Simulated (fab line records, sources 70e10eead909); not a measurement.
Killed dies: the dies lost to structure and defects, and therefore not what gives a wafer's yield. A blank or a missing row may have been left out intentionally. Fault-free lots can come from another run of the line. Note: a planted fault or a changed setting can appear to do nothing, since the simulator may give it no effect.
fab line records	flow nand_harc
[record] lots = 5	wafers = 15	last_day = 34
route steps=1302 shown P_CONTACT@225 P_M0@253 END@1302
lots with no fault: from the same line, run without faults
start_h: start of the lot's first displayed wafer, in hours after the record's first day	wait_h: hours from the lot's prior step to this one	" repeats the value in the row above	L1.1+2: several wafers, shown together as one row	- value missing, or start not given	* or withheld: withheld	< > ~ a bound
route shown NAME@n: names a module that has steps shown in the file, with the first one's number in the route	usual: mean/standard deviation of fault-free wafers	same: alike in all rows	chamber/n: place in a boat	sites: per-site readings	_std_site: how widely they spread, as a standard deviation	_edge_site: mean of outer sites minus mean of inner sites	radius_mm: for every site, how far away it sits from the centre of the wafer	mask NAME#n: copy n	behind: the tool/chamber that last shaped the wafer	hold: cause of the lot's hold/its duration in hours/its outcome	device: the transistor (n, p or np) that didn't switch	end of line: at the end of the route, the tests of the same wafers	a step without rows: its recipe alone	killed: not the wafer's yield, but the dies lost to structure and defects at the first sort	map: shows each die of a wafer: x if killed, . if not, _ if none is there
set.NAME: the setting the step ran with; set.NAME@STEP: the setting that earlier step ran with	model.NAME: the simulator's own value behind a step, which no gauge read
certain route steps with their lots: each step a table, each wafer a row
services: from which hour (start_h, from the record's first day; less than 0 if before it) a tool's chamber was out of use, for how many hours, and why
[[steps]]
[step NHARC_P_CONTACT_COAT_34]
[recipe] temp_c = 225	time_s = 65
[step NHARC_P_CONTACT_COAT_06]
[recipe] spin_rpm = 1500	resist_thk_nm = 90
[step NHARC_P_CONTACT_SOFTBAKE_07]
[recipe] temp_c = 105	time_s = 55
[step NHARC_P_CONTACT_EBR_08]
[step NHARC_P_CONTACT_EXPOSE_09]
[recipe] na = 1.35	target_cd_nm = 90	dose_mj = 81.26	mask_id = P_CA
[step NHARC_P_CONTACT_PEB_10]
[recipe] peb_temp_c = 100	peb_time_s = 65
[step NHARC_P_CONTACT_DEVELOP_11]
[recipe] develop_time_s = 35	dev_temp_c = 23
[step NHARC_P_CONTACT_CD_MEAS_12]
[recipe] target_cd_nm = 90	landing_energy_ev = 500
[usual] cd_nm = 89.7/0.81
lot.wafer	tool	chamber	start_h	wait_h	cd_nm
L532.3	cd_sem-01	0	116.36	-	89.7
L532.4	"	0	"	"	90.7
L532.6	"	0	"	"	90.6
L536.1	cd_sem-03	0	157.49	-	88.4
L536.2	"	0	"	"	89.2
L536.3	"	0	"	"	89.4
L540.2	cd_sem-03	0	198.21	-	89.3
L540.4	"	0	"	"	89.8
L540.6	"	0	"	"	89.0
L551.2	cd_sem-03	0	309.92	-	89.5
L551.3	"	0	"	"	89.6
L551.5	"	0	"	"	90.6
L555.1	cd_sem-03	0	346.17	-	89.5
L555.2	"	0	"	"	89.5
L555.3	"	0	"	"	88.6
[step NHARC_P_CONTACT_OVL_MEAS_13]
[usual] overlay_x_nm = 0.0/0.75	overlay_y_nm = -0.2/0.72
lot.wafer	tool	chamber	start_h	wait_h	overlay_x_nm	overlay_y_nm
L532.3	overlay-02	-	116.44	-	-0.4	0.4
L532.4	"	-	"	"	-0.5	0.0
L532.6	"	-	"	"	-0.2	-0.3
L536.1	overlay-02	-	157.58	-	1.5	-1.0
L536.2	"	-	"	"	1.3	-1.6
L536.3	"	-	"	"	1.4	-1.1
L540.2	overlay-02	-	198.29	-	0.8	0.2
L540.4	"	-	"	"	0.4	0.1
L540.6	"	-	"	"	1.3	0.4
L551.2	overlay-02	-	310.00	-	-0.2	-0.2
L551.3	"	-	"	"	0.2	-0.5
L551.5	"	-	"	"	-0.1	-0.2
L555.1	overlay-01	-	346.26	-	-0.2	0.1
L555.2	"	-	"	"	0.1	-0.8
L555.3	"	-	"	"	-0.3	0.0
[step NHARC_P_CONTACT_INSPECT_14]
[usual] raw_defect_count = 3.3/2.2
lot.wafer	tool	chamber	start_h	wait_h	raw_defect_count
L532.3	defect_inspect-02	-	116.48	0.0	4
L532.4	"	-	"	"	3
L532.6	"	-	"	"	2
L536.1	defect_inspect-02	-	157.62	0.0	1
L536.2	"	-	"	"	4
L536.3	"	-	"	"	1
L540.2	defect_inspect-01	-	198.33	0.0	0
L540.4	"	-	"	"	0
L540.6	"	-	"	"	5
L551.2	defect_inspect-02	-	310.04	0.0	0
L551.3	"	-	"	"	1
L551.5	"	-	"	"	2
L555.1	defect_inspect-01	-	346.29	0.0	6
L555.2	"	-	"	"	4
L555.3	"	-	"	"	7
[step NHARC_P_CONTACT_DESCUM_17]
[recipe] time_s = 3	o2_flow_sccm = 200	ar_flow_sccm = 0	bias_power_w = 0	chemistry = O2
[step NHARC_P_CONTACT_ETCH_35]
[recipe] target_depth_a = 390	over_etch_frac = 0.3	time_s = 65	ion_energy_ev = 80	cf4_flow_sccm = 150	ar_flow_sccm = 0	rf_w = 300	bias_w = 100	chemistry = CF4
[step NHARC_P_CONTACT_ETCH_36]
[recipe] target_depth_a = 2600	over_etch_frac = 0.25	time_s = 406.25	ion_energy_ev = 200	n2_flow_sccm = 150	h2_flow_sccm = 150	ar_flow_sccm = 0	rf_w = 400	bias_w = 150	chemistry = N2/H2
[usual] drypump_motor_current_A = 5.6/0.31	mfc_ar_sccm = 0.008/0.0071	oes_product_au = 1.000/0.0094	rf_vpp_V = 430.0/2.8	showerhead_plenum_p_Torr = 2.02/0.093	throttle_valve_pct = 14.170/0.0095
lot.wafer	tool	chamber	start_h	wait_h	drypump_motor_current_A	mfc_ar_sccm	oes_product_au	rf_hours_counter_h	rf_vpp_V	showerhead_plenum_p_Torr	throttle_valve_pct
L532.3	rie_diel-13	2	116.72	-	5.1	0.011	0.996	2.2	431.8	2.04	14.163
L532.4	"	0	"	"	5.7	0	1.005	2.8	430.1	2.03	14.183
L532.6	"	3	"	"	5.7	0.021	1.001	-	426.7	1.92	14.170
L536.1	rie_diel-08	0	157.86	-	5.4	0.005	0.975	5.8	427.5	1.92	14.170
L536.2	"	2	"	"	5.7	0	0.997	6.7	427.0	1.94	14.166
L536.3	"	3	"	"	5.8	0.008	0.995	6.7	432.4	2.11	14.163
L540.4	rie_diel-04	0	198.57	-	5.3	0.011	1.010	0.6	428.8	1.95	14.164
L540.2	"	3	"	"	5.2	0	1.022	0.4	433.3	2.13	14.158
L540.6	"	1	"	"	6.0	0.003	0.995	-	428.2	1.93	14.169
L551.3	rie_diel-13	2	310.30	-	5.1	0.011	1.022	3.2	431.0	2.04	14.173
L551.2	"	0	"	"	5.7	0	1.010	3.8	429.8	2.03	14.166
L551.5	"	1	"	"	6.1	0.004	1.004	-	432.7	2.14	14.170
L555.2	rie_diel-04	1	346.53	-	6.0	0.003	1.002	5.4	427.2	1.93	14.168
L555.3	"	2	"	"	5.7	0.018	1.002	5.0	432.9	2.16	14.172
L555.1	"	3	"	"	5.2	0	0.989	4.7	433.1	2.13	14.159
[step NHARC_P_CONTACT_ETCH_18]
[recipe] target_depth_a = 4810	time_s = 240.5	c4f8_flow_sccm = 20	o2_flow_sccm = 10	ar_flow_sccm = withheld	rf_w = 600	bias_w = 1500	chemistry = C4F8/O2/Ar
[step NHARC_P_CONTACT_STRIP_37]
[recipe] c4f8_flow_sccm = withheld	o2_flow_sccm = 8	ar_flow_sccm = withheld	bias_w = 0	chemistry = C4F8/O2/Ar
[step NHARC_P_CONTACT_ETCH_31]
[recipe] target_depth_a = 300	time_s = 85.7	ion_energy_ev = 120	over_etch_frac = 1	ch3f_flow_sccm = 50	o2_flow_sccm = 30	ar_flow_sccm = 200	rf_w = 500	bias_w = 100	chemistry = CH3F/O2
[usual] drypump_motor_current_A = 5.6/0.32	mfc_ar_sccm = 200.0/0.56	oes_product_au = 0.978/0.012	rf_vpp_V = 244.2/1.8	showerhead_plenum_p_Torr = 2.46/0.11	throttle_valve_pct = 20.662/0.0088
lot.wafer	tool	chamber	start_h	wait_h	drypump_motor_current_A	mfc_ar_sccm	oes_product_au	rf_hours_counter_h	rf_vpp_V	showerhead_plenum_p_Torr	throttle_valve_pct
L532.4	rie_diel-13	0	-	-	5.7	200.1	1.002	3.0	246.4	2.44	20.653
L532.3	"	1	"	"	6.1	200.2	0.998	2.9	245.6	2.57	20.657
L532.6	"	3	"	"	5.7	200.1	0.986	-	241.7	2.33	20.669
L536.3	rie_diel-08	2	-	-	5.6	199.4	1.007	7.0	242.3	2.35	20.660
L536.1	"	0	"	"	5.4	199.2	0.982	6.3	242.6	2.33	20.665
L536.2	"	1	"	"	6.0	200.7	0.981	6.8	242.6	2.38	20.644
L540.4	rie_diel-04	0	-	-	5.3	200.2	0.978	0.9	243.3	2.35	20.663
L540.2	"	1	"	"	6.0	200.6	0.974	1.0	243.2	2.34	20.660
L540.6	"	2	"	"	5.7	200.4	0.972	-	247.7	2.59	20.677
L551.2	rie_diel-13	3	-	-	5.7	199.7	0.987	4.0	241.6	2.32	20.668
L551.3	"	1	"	"	6.1	200.4	0.982	3.8	246.3	2.57	20.679
L551.5	"	2	"	"	5.1	199.5	1.003	-	244.5	2.46	20.661
L555.3	rie_diel-04	2	-	-	5.7	200.1	0.982	5.3	245.0	2.59	20.653
L555.2	"	0	"	"	5.3	200.8	0.982	5.3	243.6	2.35	20.665
L555.1	"	1	"	"	6.0	199.5	0.976	5.6	242.0	2.33	20.663
[step NHARC_P_CONTACT_CD_MEAS_19]
[usual] cd_nm = 89.8/1.5
lot.wafer	tool	chamber	start_h	wait_h	cd_nm
L532.3	cd_sem-03	-	117.43	-	91.4
L532.4	"	-	"	"	90.0
L532.6	"	-	"	"	88.9
L536.1	cd_sem-01	-	158.69	-	90.0
L536.2	"	-	"	"	91.5
L536.3	"	-	"	"	94.4
L540.2	cd_sem-03	-	199.27	-	91.0
L540.4	"	-	"	"	90.5
L540.6	"	-	"	"	89.3
L551.2	cd_sem-01	-	310.98	-	87.7
L551.3	"	-	"	"	89.3
L551.5	"	-	"	"	91.0
L555.1	cd_sem-01	-	347.23	-	89.3
L555.2	"	-	"	"	89.3
L555.3	"	-	"	"	90.1
[step NHARC_P_CONTACT_STRIP_28]
[recipe] o2_flow_sccm = 500	ar_flow_sccm = 0	bias_w = 0	chemistry = O2
[usual] drypump_motor_current_A = 5.6/0.3	mfc_ar_sccm = 0.007/0.0065	oes_product_au = 0.999/0.0098	rf_vpp_V = 57.5/0.83	showerhead_plenum_p_Torr = 3.48/0.14	throttle_valve_pct = 17.037/0.0093
lot.wafer	tool	chamber	start_h	wait_h	drypump_motor_current_A	mfc_ar_sccm	oes_product_au	rf_hours_counter_h	rf_vpp_V	showerhead_plenum_p_Torr	throttle_valve_pct
L532.4	rie_diel-08	2	117.50	0.1	5.6	0	1.020	5.2	57.6	3.37	17.032
L532.3	"	3	"	"	5.8	0.008	0.980	5.5	57.8	3.64	17.049
L532.6	"	3	"	"	5.8	0.008	0.994	-	59.2	3.64	17.028
L536.3	rie_diel-13	3	158.78	0.1	5.6	0.021	1.003	4.5	55.1	3.34	17.034
L536.1	"	0	"	"	5.7	0	1.009	4.2	57.7	3.51	17.034
L536.2	"	1	"	"	6.1	0.004	1.005	3.9	58.5	3.69	17.038
L540.2	rie_diel-13	3	199.35	0.1	5.7	0.021	0.991	0.6	56.6	3.34	17.042
L540.4	"	1	"	"	6.1	0.004	0.986	0.6	58.0	3.69	17.028
L540.6	"	3	"	"	5.7	0.021	0.988	-	57.2	3.34	17.053
L551.3	rie_diel-08	2	311.05	0.1	5.7	0	1.009	5.3	57.9	3.37	17.037
L551.2	"	0	"	"	5.4	0.005	1.002	5.6	58.4	3.34	17.048
L551.5	"	2	"	"	5.7	0	1.005	-	58.0	3.37	17.029
L555.1	rie_diel-08	1	347.32	0.1	6.1	0.011	0.996	6.9	57.9	3.42	17.041
L555.3	"	2	"	"	5.6	0	0.999	6.9	57.9	3.37	17.033
L555.2	"	3	"	"	5.8	0.008	0.989	7.2	58.3	3.63	17.037
[step NHARC_P_CONTACT_STRIP_29]
[recipe] time_s = 1200	temp_c = 72.5	chemistry = post_etch_residue_remover
[step NHARC_P_CONTACT_DEGAS_38]
[recipe] temp_c = 300	time_s = 60
[usual] heater_power_w = 459/37
lot.wafer	tool	chamber	start_h	wait_h	heater_power_w
L532.4	pvd_sputter-03	-	118.14	-	400
L532.3	"	-	"	"	421
L532.6	"	-	"	"	403
L536.3	pvd_sputter-01	-	159.41	-	422
L536.1	"	-	"	"	466
L536.2	"	-	"	"	490
L540.2	pvd_sputter-03	-	199.98	-	397
L540.4	"	-	"	"	385
L540.6	"	-	"	"	490
L551.2	pvd_sputter-02	-	311.70	-	435
L551.3	"	-	"	"	482
L551.5	"	-	"	"	435
L555.3	pvd_sputter-02	-	347.96	-	439
L555.1	"	-	"	"	438
L555.2	"	-	"	"	500
[step NHARC_P_CONTACT_PRE_CLEAN_39]
[recipe] time_s = 19.5	bias_v = 250	gas = Ar
[step NHARC_P_CONTACT_PVD_32]
[recipe] target_thk_a = 50	chamber_pressure_pa = 5	power_w = 5000	substrate_temp_c = 200	time_s = 17.7	material = Ti
[step NHARC_P_CONTACT_ALD_22]
[recipe] target_thk_a = 30	pulse_time_s = 1	ald_cycles = 150	temp_c = 450	material = TiN
[usual] heater_power_w = 1114/97	precursor_pulse_height_rel = 1.002/0.019
lot.wafer	tool	chamber	start_h	wait_h	heater_power_w	precursor_pulse_height_rel
L532.3	ald_metal-02	1	118.38	-	1262	1.042
L532.4	"	0	"	"	1005	1.002
L532.6	"	1	"	"	1284	1.041
L536.3	ald_metal-04	2	159.67	-	978	1.015
L536.1	"	3	"	"	1053	1.021
L536.2	"	0	"	"	1194	1.011
L540.2	ald_metal-04	1	200.21	-	1069	0.956
L540.4	"	3	"	"	1077	1.001
L540.6	"	1	"	"	1072	0.984
L551.2	ald_metal-04	3	311.93	-	1051	1.044
L551.3	"	2	"	"	1022	1.001
L551.5	"	3	"	"	1062	1.014
L555.2	ald_metal-04	1	348.21	-	1106	1.017
L555.3	"	2	"	"	1022	1.012
L555.1	"	0	"	"	1142	1.009
[step NHARC_P_CONTACT_CVD_23]
[recipe] target_thk_a = 2000	temp_c = 300	pressure_torr = 40	wf6_flow_sccm = 40	h2_flow_sccm = 1600	ar_flow_sccm = 1560	time_s = 557	material = W
[step NHARC_P_CONTACT_CMP_24]
[recipe] t_overpolish_s = 30	target_thk_nm = 200
[step NHARC_P_CONTACT_SRD_26]
[step NHARC_P_M0_DEP_00]
[recipe] target_thk_a = 1500	target_thk_nm = 150	temp_c = withheld	pressure_torr = 5	flow_sccm = 200	rf_w = 600	material = SiOC
[step NHARC_P_M0_DEHYDRATE_01]
[recipe] temp_c = 150	time_s = 120
[step NHARC_P_M0_HMDS_02]
[recipe] time_s = 30
[step NHARC_P_M0_COAT_33]
[recipe] temp_c = 200	time_s = 65
[step NHARC_P_M0_COAT_03]
[recipe] spin_rpm = 1500	resist_thk_nm = 90
[step NHARC_P_M0_SOFTBAKE_04]
[recipe] temp_c = 105	time_s = 55
[step NHARC_P_M0_EBR_05]
[step NHARC_P_M0_EXPOSE_06]
[recipe] na = 1.35	target_cd_nm = 90	dose_mj = 81.28	mask_id = P_M0
[step NHARC_P_M0_PEB_07]
[recipe] peb_temp_c = 100	peb_time_s = 65
[step NHARC_P_M0_DEVELOP_08]
[recipe] develop_time_s = 35	dev_temp_c = 23
[step NHARC_P_M0_CD_MEAS_09]
[recipe] target_cd_nm = 90	landing_energy_ev = 500
[usual] cd_nm = 89.8/0.67
lot.wafer	tool	chamber	start_h	wait_h	cd_nm
L532.3	cd_sem-02	0	120.64	-	88.8
L532.4	"	0	"	"	89.5
L532.6	"	0	"	"	89.6
L536.1	cd_sem-03	0	161.83	-	89.0
L536.2	"	0	"	"	89.4
L536.3	"	0	"	"	88.8
L540.2	cd_sem-03	0	202.37	-	88.6
L540.4	"	0	"	"	89.6
L540.6	"	0	"	"	89.2
L551.2	cd_sem-01	0	314.09	-	89.4
L551.3	"	0	"	"	89.7
L551.5	"	0	"	"	89.7
L555.1	cd_sem-03	0	350.36	-	90.0
L555.2	"	0	"	"	89.9
L555.3	"	0	"	"	90.0
[step NHARC_P_M0_OVL_MEAS_10]
[recipe] pitch_nm = 180
[usual] overlay_x_nm = 0.0/0.73	overlay_y_nm = 0.0/1.2
lot.wafer	tool	chamber	start_h	wait_h	overlay_x_nm	overlay_y_nm
L532.3	overlay-02	-	120.73	-	-0.3	-0.2
L532.4	"	-	"	"	0.0	0.0
L532.6	"	-	"	"	-0.4	-0.2
L536.1	overlay-02	-	161.92	-	1.2	0.4
L536.2	"	-	"	"	1.0	0.2
L536.3	"	-	"	"	1.2	0.6
L540.2	overlay-02	-	202.45	-	0.3	0.4
L540.4	"	-	"	"	1.1	-0.2
L540.6	"	-	"	"	0.7	-0.1
L551.2	overlay-02	-	314.17	-	0.7	1.0
L551.3	"	-	"	"	1.5	0.5
L551.5	"	-	"	"	1.1	-0.2
L555.1	overlay-02	-	350.45	-	-0.3	-1.8
L555.2	"	-	"	"	-0.7	-2.4
L555.3	"	-	"	"	-0.6	-1.5
[step NHARC_P_M0_DESCUM_14]
[recipe] time_s = 3	o2_flow_sccm = 200	ar_flow_sccm = 0	bias_power_w = 0	chemistry = O2
[usual] drypump_motor_current_A = 5.7/0.3	mfc_ar_sccm = 0.007/0.011	oes_product_au = 1.002/0.011	rf_vpp_V = 57.9/0.84	showerhead_plenum_p_Torr = 1.91/0.072	throttle_valve_pct = 11.310/0.0088
lot.wafer	tool	chamber	start_h	wait_h	drypump_motor_current_A	mfc_ar_sccm	oes_product_au	rf_hours_counter_h	rf_vpp_V	showerhead_plenum_p_Torr	throttle_valve_pct
L532.3	rie_diel-03	2	120.83	0.1	6.3	0	0.988	1	58.9	1.87	11.302
L532.4	"	3	"	"	5.3	0.034	1.012	2	57.1	1.92	11.315
L532.6	"	2	"	"	6.3	0	0.987	-	58.4	1.87	11.310
L536.1	rie_diel-02	0	162.07	0.1	6.1	0	1.000	39	59.1	2.06	11.297
L536.2	"	1	"	"	5.7	0	1.005	41	57.8	1.84	11.305
L536.3	"	3	"	"	5.2	0	0.995	42	58.7	2.01	11.310
L540.2	rie_diel-12	3	202.55	0.1	5.9	0	0.982	39	58.0	1.79	11.304
L540.6	"	3	"	"	5.9	0	0.990	-	57.2	1.79	11.308
L540.4	"	1	"	"	5.9	0.014	1.025	-	58.2	1.96	11.304
L551.3	rie_diel-12	3	314.31	0.1	5.9	0	0.986	14	56.5	1.78	11.317
L551.2	"	0	"	"	5.7	0.021	0.997	13	57.7	1.94	11.295
L551.5	"	2	"	"	5.7	0	1.025	-	58.0	1.98	11.304
L555.2	rie_diel-02	0	350.55	0.1	6.1	0	0.983	43	57.1	2.04	11.318
L555.1	"	1	"	"	5.6	0	0.991	40	57.2	1.83	11.327
L555.3	"	2	"	"	5.8	0.002	0.987	42	58.8	1.87	11.290
[step NHARC_END_SORT_01]
[recipe] temp_c = 25
[usual] killed_at_array = 56/19	killed_at_other = 0.8/1.1	killed_at_periphery = 3.4/2.5	killed_dies = 60/19	killed_open = 2.9/1.7	killed_short = 2.4/1.6
[same] gross_dies = 677
lot.wafer	tool	chamber	start_h	wait_h	killed_at_array	killed_at_other	killed_at_periphery	killed_dies	killed_open	killed_short
L532.3	prober-02	0	562.56	3.1	17	1	1	19	4	1
L532.4	prober-02	0	563.36	3.4	23	0	2	25	3	4
L532.6	prober-02	0	564.96	4.0	19	0	1	20	0	0
L536.1	prober-01	0	601.69	2.5	79	0	2	81	2	8
L536.2	prober-01	0	602.49	2.8	74	1	5	80	5	4
L536.3	prober-01	0	603.29	3.1	67	0	1	68	3	1
L540.2	prober-02	0	649.94	2.8	91	0	1	92	3	3
L540.4	prober-02	0	651.56	3.4	95	0	2	97	6	3
L540.6	prober-02	0	653.18	4.1	84	0	7	91	2	4
L551.2	prober-01	0	743.84	2.8	35	2	2	39	1	2
L551.3	prober-01	0	744.64	3.1	50	1	5	56	4	4
L551.5	prober-01	0	746.23	3.7	42	0	102	144	0	2
L555.1	prober-02	0	807.50	2.5	67	3	2	72	4	1
L555.2	prober-02	0	808.30	2.8	64	0	4	68	4	1
L555.3	prober-02	0	809.10	3.1	56	0	3	59	0	3
// killed by level:class
L532.3 A_CHANNEL_HOLE_D2:chamber_film_flake=5 A_CHANNEL_HOLE_D1:chamber_film_flake=3 A_STAIRCASE:chamber_film_flake=2 A_WL_FILL:chamber_film_flake=2 P_CONTACT:geometric_particle:open=1 A_ONON_D1:geometric_particle:short=1 A_BLC:geometric_particle:open=1 A_M0:geometric_particle:open=1
L532.4 A_CHANNEL_HOLE_D2:chamber_film_flake=6 A_CONTACT:chamber_film_flake=5 A_CHANNEL_HOLE_D1:chamber_film_flake=4 P_GATE:geometric_particle:short=1 A_CHANNEL_HOLE_D2:geometric_particle:open=1 A_CHANNEL_FILL_D2:geometric_particle:short=1 A_SGD_CUT:geometric_particle:open=1 A_SLIT:geometric_particle:short=1
L532.6 A_CHANNEL_HOLE_D2:chamber_film_flake=7 A_CONTACT:chamber_film_flake=7 A_CHANNEL_HOLE_D1:chamber_film_flake=2 A_WL_FILL:chamber_film_flake=2 P_ZERO_WELL:chamber_film_flake=1 A_ZERO_WELL:chamber_film_flake=1
L536.1 A_SLIT:chamber_film_flake=34 A_CHANNEL_HOLE_D2:chamber_film_flake=25 A_STAIRCASE:chamber_film_flake=8 A_ONON_D1:geometric_particle:short=3 A_WL_FILL:geometric_particle:short=2 P_STI:geometric_particle:short=1 A_ONON_D2:geometric_particle:open=1 A_CHANNEL_HOLE_D2:geometric_particle:short=1
L536.2 A_SLIT:chamber_film_flake=36 A_CHANNEL_HOLE_D2:chamber_film_flake=22 A_STAIRCASE:chamber_film_flake=4 P_GATE:chamber_film_flake=2 A_CHANNEL_HOLE_D1:chamber_film_flake=2 A_DECK1_JOINT:chamber_film_flake=2 A_CHANNEL_FILL_D2:chamber_film_flake=2 P_STI:geometric_particle:short=1
L536.3 A_SLIT:chamber_film_flake=32 A_CHANNEL_HOLE_D2:chamber_film_flake=26 P_CONTACT:geometric_particle:open=1 A_CHANNEL_FILL_D1:geometric_particle:open=1 A_CHANNEL_FILL_D1:geometric_particle:short=1 A_ONON_D2:geometric_particle:open=1 A_CHANNEL_HOLE_D1:chamber_film_flake=1 A_CHANNEL_FILL_D1:chamber_film_flake=1
L540.2 A_CHANNEL_HOLE_D1:chamber_film_flake=29 A_SLIT:chamber_film_flake=29 A_CHANNEL_HOLE_D2:chamber_film_flake=19 A_CONTACT:chamber_film_flake=3 A_DECK1_JOINT:geometric_particle:open=2 A_CHANNEL_FILL_D1:chamber_film_flake=2 A_DECK1_JOINT:chamber_film_flake=2 A_SOURCE_PLATE:geometric_particle:short=1
L540.4 A_SLIT:chamber_film_flake=34 A_CHANNEL_HOLE_D1:chamber_film_flake=22 A_CHANNEL_HOLE_D2:chamber_film_flake=21 A_CONTACT:chamber_film_flake=7 A_CHANNEL_FILL_D2:geometric_particle:open=3 A_M1:geometric_particle:open=2 A_CHANNEL_FILL_D2:chamber_film_flake=2 A_STAIRCASE:chamber_film_flake=2
L540.6 A_SLIT:chamber_film_flake=33 A_CHANNEL_HOLE_D1:chamber_film_flake=22 A_CHANNEL_HOLE_D2:chamber_film_flake=17 A_CONTACT:chamber_film_flake=3 P_CONTACT:chamber_film_flake=2 A_WL_FILL:chamber_film_flake=2 P_CONTACT:geometric_particle:short=1 P_M0:geometric_particle:open=1
L551.2 A_CHANNEL_HOLE_D1:chamber_film_flake=20 A_SLIT:chamber_film_flake=9 P_M1:chamber_film_flake=2 THIN_TSV:chamber_film_flake=2 A_CHANNEL_FILL_D1:geometric_particle:open=1 A_CHANNEL_FILL_D1:geometric_particle:short=1 A_CONTACT:geometric_particle:short=1 A_CHANNEL_HOLE_D2:chamber_film_flake=1
L551.3 A_CHANNEL_HOLE_D1:chamber_film_flake=30 A_SLIT:chamber_film_flake=10 A_ONON_D1:geometric_particle:short=2 P_M1:chamber_film_flake=2 A_STAIRCASE:chamber_film_flake=2 P_CONTACT:geometric_particle:short=1 P_CONTACT:geometric_particle:open=1 P_M1:geometric_particle:open=1
L551.5 P_CONTACT:unspecified=101 A_CHANNEL_HOLE_D1:chamber_film_flake=32 A_SLIT:chamber_film_flake=4 A_STAIRCASE:chamber_film_flake=2 A_ONON_D1:geometric_particle:short=1 A_M0:geometric_particle:short=1 P_M1:chamber_film_flake=1 A_ZERO_WELL:chamber_film_flake=1
L555.1 A_CHANNEL_HOLE_D2:chamber_film_flake=33 A_SLIT:chamber_film_flake=12 A_CONTACT:chamber_film_flake=6 A_SGD_CUT:chamber_film_flake=5 A_CHANNEL_FILL_D1:chamber_film_flake=4 THIN_TSV:chamber_film_flake=3 P_GATE:chamber_film_flake=2 A_ONON_D1:geometric_particle:open=1
L555.2 A_CHANNEL_HOLE_D2:chamber_film_flake=32 A_SLIT:chamber_film_flake=7 A_STAIRCASE:chamber_film_flake=6 A_SGD_CUT:chamber_film_flake=6 A_CONTACT:chamber_film_flake=4 P_ZERO_WELL:chamber_film_flake=3 A_CHANNEL_FILL_D1:chamber_film_flake=2 A_CHANNEL_HOLE_D1:geometric_particle:short=1
L555.3 A_CHANNEL_HOLE_D2:chamber_film_flake=35 A_SLIT:chamber_film_flake=10 A_SGD_CUT:chamber_film_flake=3 A_WL_FILL:geometric_particle:short=2 A_CHANNEL_FILL_D2:chamber_film_flake=2 A_SLIT:geometric_particle:short=1 P_ZERO_WELL:chamber_film_flake=1 P_GATE:chamber_film_flake=1
// map L551.5 (x killed, . not)
____________.____________
_________x......_________
_______.x........._______
______x.x..........______
_____..............._____
____..x..............____
____xx.....xx.x......____
___x.xx...xxxxx.......___
___xxxx...xxxxxxxx....___
__xx.xx.xxxxxxxxxx.....__
__xxx.x.xxxxxxxxx......__
_..xxx....xxxxxxxx......_
_xxx..x...xxxxxxx......._
_xx.x....xxxxxxxxx......_
_..x.xx..xxxxxxxxx......_
_........xxxxxxxx.x....._
.........xxxxxxxx........
..........xxxxxxx.x......
..........xxxxxxx........
..........x...x..x.......
............x............
_......................._
_......................._
_x......................_
_......................._
_......................._
__................x....__
__.....................__
___.x.................___
___.......x.........x.___
____.................____
____.................____
_____..............._____
______.............______
_______..........._______
_________......._________
____________.____________
// map L532.4 (x killed, . not)
____________.____________
_________......._________
_______..........x_______
______.....x.......______
_____..............x_____
____.................____
____...........x...x.____
___.............x.x...___
___...................___
__.......x......x....x.__
__.....................__
_......................._
_......................._
_..............x........_
_......................._
_...........xx.........._
..........x...x..........
.........................
.........................
.....x...................
..............x..........
_............x....x....._
_..........x............_
_......................._
_..x...................._
_......................._
__.....................__
__......x..............__
___...................___
___........x..........___
____.................____
____.........x...x...____
_____..............._____
______.............______
_______..........._______
_________......._________
____________.____________
[[services]]
tool	chamber	start_h	hours	kind
rie_diel-13	1	95.65	2.1	repair
rie_diel-04	2	103.10	1.5	repair
ald_metal-04	0	105.46	23.0	repair
rie_diel-04	2	114.97	11.6	repair
ald_metal-04	-	118.00	10.0	pm
rie_diel-04	1	124.40	10.4	repair
rie_diel-04	0	132.65	10.4	repair
rie_diel-13	-	165.00	9.0	pm
rie_diel-08	2	168.33	14.2	repair
rie_diel-04	1	172.21	15.6	repair
rie_diel-13	2	176.90	6.9	repair
rie_diel-04	-	177.22	4.8	repair
rie_diel-04	-	182.03	9.0	pm
rie_diel-08	2	187.00	5.5	repair
rie_diel-08	-	190.80	9.0	pm
rie_diel-13	0	192.09	6.6	repair
ald_metal-04	-	209.03	0.3	repair
rie_diel-13	2	221.15	9.6	repair
rie_diel-13	3	228.19	20.6	repair
rie_diel-04	3	230.47	4.1	repair
rie_diel-04	0	232.39	4.6	repair
rie_diel-08	1	240.27	6.5	repair
rie_diel-13	1	324.46	10.9	repair
rie_diel-13	-	342.00	9.0	pm
[[key]]
[first_sign] step = NHARC_END_SORT_01	reading = killed_at_periphery	direction = up	sigmas = 40	usual = 3.4	struck = 102
[effect] step = NHARC_END_SORT_01	reading = killed_dies	direction = up	sigmas = 4.4	usual = 60	struck = 144
[more_kills_born_at] NHARC_P_CONTACT_ETCH_36@rie_diel-13 = 101
met_at NHARC_P_CONTACT_ETCH_36
struck_wafers L551.5
tester_left_out L551
[fault] kind = chamber_particle_source	tool = rie_diel-13	chamber = 1	onset_h = 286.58	steps = NHARC_P_CONTACT_ETCH_36	rate_per_visit_cm2 = 1.9088	end_h = 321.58
// tester_left_out: of these lots the tester's yield and bins aren't shown, on N5 and GAA mostly nor the transistor test; their killed dies are dies lost to structure and defects alone, not to doping, threshold or leakage, so they don't give the yield
